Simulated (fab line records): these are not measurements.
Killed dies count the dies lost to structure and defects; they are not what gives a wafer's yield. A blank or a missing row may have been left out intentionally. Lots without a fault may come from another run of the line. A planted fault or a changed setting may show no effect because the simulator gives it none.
What tool caused it? :: flow n5Finfet :: 11 lots with 33 wafers sampled at 2 steps, on a route of 1938 steps

== WHAT THE GAUGES SHOWED, per wafer ==
N5_MIM_BOT_LITHO_OVL_MEAS_11. Usual: MIM_BOT_OVL typically reads 1 nm, with standard deviation 5.2.
lot: L579
measured: day 11 23:02
on: overlay-01
MIM_BOT_OVL (nm): -2 0 0
flag: 

lot: L580
measured: day 12 11:38
on: overlay-02
MIM_BOT_OVL (nm): -8 -2 -3
flag: 

lot: L583
measured: day 12 17:07
on: overlay-01
MIM_BOT_OVL (nm): -12 -4 -10
flag: 

lot: L585
measured: day 13 07:20
on: overlay-02
MIM_BOT_OVL (nm): -2 -4 -6
flag: 

lot: L587
measured: day 13 10:46
on: overlay-01
MIM_BOT_OVL (nm): 2 2 0
flag: 

lot: L590
measured: day 14 13:41
on: overlay-02
MIM_BOT_OVL (nm): -7 -3 -2
flag: 

lot: L589
measured: day 15 09:47
on: overlay-02
MIM_BOT_OVL (nm): -2 -3 0
flag: 

lot: L593
measured: day 15 14:36
on: overlay-02
MIM_BOT_OVL (nm): 2 -6 -7
flag: 

lot: L592
measured: day 15 15:26
on: overlay-01
MIM_BOT_OVL (nm): -4 1 5
flag: 

lot: L598
measured: day 16 10:53
on: overlay-01
MIM_BOT_OVL (nm): 8 2 1
flag: 

lot: L597
measured: day 16 21:01
on: overlay-02
MIM_BOT_OVL (nm): -6 1 2
flag: 

== TOOL THAT RAN EACH LOT (tool first, then ch and the chambers of the sampled wafers, then the start) ==
lot: L579
N5_BEOL_M9_PRECLEAN_42: wetBench-01 ch 0,1,7, day 9 19:09

lot: L580
N5_BEOL_M9_PRECLEAN_42: wetBench-01 ch 3,6,7, day 10 11:55

lot: L583
N5_BEOL_M9_PRECLEAN_42: wetBench-02 ch 0,1,4, day 10 17:02

lot: L585
N5_BEOL_M9_PRECLEAN_42: wetBench-04 ch 0,2,3, day 11 09:20

lot: L587
N5_BEOL_M9_PRECLEAN_42: wetBench-02 ch 0,5,6, day 11 17:08

lot: L590
N5_BEOL_M9_PRECLEAN_42: wetBench-01 ch 2,3,7, day 12 14:59

lot: L589
N5_BEOL_M9_PRECLEAN_42: wetBench-04 ch 1,2,7, day 13 04:05

lot: L593
N5_BEOL_M9_PRECLEAN_42: wetBench-01 ch 0,1,5, day 13 06:19

lot: L592
N5_BEOL_M9_PRECLEAN_42: wetBench-01 ch 1,2,3, day 13 12:39

lot: L598
N5_BEOL_M9_PRECLEAN_42: wetBench-01 ch 1,2,6, day 14 08:15

lot: L597
N5_BEOL_M9_PRECLEAN_42: wetBench-02 ch 1,3,6, day 14 18:03
- N5_BEOL_M9_PRECLEAN_42: cleans in residue remover, time 60 s.

== AS READ BY THE TOOLS THEMSELVES (means over the sampled wafers that have a number; for cases with no such wafer, the mark the record gives instead) ==
N5_BEOL_M9_PRECLEAN_42. Usual: bathGuardTempC 39.9 C, standard deviation 0.57.
lot: L579
tool: wetBench-01
bathGuardTempC (C): 39.6
flag: 

lot: L580
tool: wetBench-01
bathGuardTempC (C): 40.0
flag: 

lot: L583
tool: wetBench-02
bathGuardTempC (C): 39.3
flag: 

lot: L585
tool: wetBench-04
bathGuardTempC (C): 40.4
flag: 

lot: L587
tool: wetBench-02
bathGuardTempC (C): 39.5
flag: 

lot: L590
tool: wetBench-01
bathGuardTempC (C): 39.9
flag: 

lot: L589
tool: wetBench-04
bathGuardTempC (C): 40.1
flag: 

lot: L593
tool: wetBench-01
bathGuardTempC (C): 39.4
flag: 

lot: L592
tool: wetBench-01
bathGuardTempC (C): 39.5
flag: 

lot: L598
tool: wetBench-01
bathGuardTempC (C): 39.3
flag: 

lot: L597
tool: wetBench-02
bathGuardTempC (C): 39.9
flag: 

== THE ANSWER, worked out from the rows above alone ==
Rule: lot off if the mean of its wafers having a number is beyond 3 standard deviations from the usual mean. A lot without any number at a reading at which 4 lots or more have one is off too. Any other lot the step has rows for is counted as sound. First the gauges in route order, then the tools' own readings, where a lot's mean is used as printed above. At the first step where some lot is off, the reading lying furthest off is the one used; lots without a number count as furthest.
No lot is off at any reading shown: from this, nothing can be told.

== WHAT WAS PUT IN BY THE SIMULATOR ==
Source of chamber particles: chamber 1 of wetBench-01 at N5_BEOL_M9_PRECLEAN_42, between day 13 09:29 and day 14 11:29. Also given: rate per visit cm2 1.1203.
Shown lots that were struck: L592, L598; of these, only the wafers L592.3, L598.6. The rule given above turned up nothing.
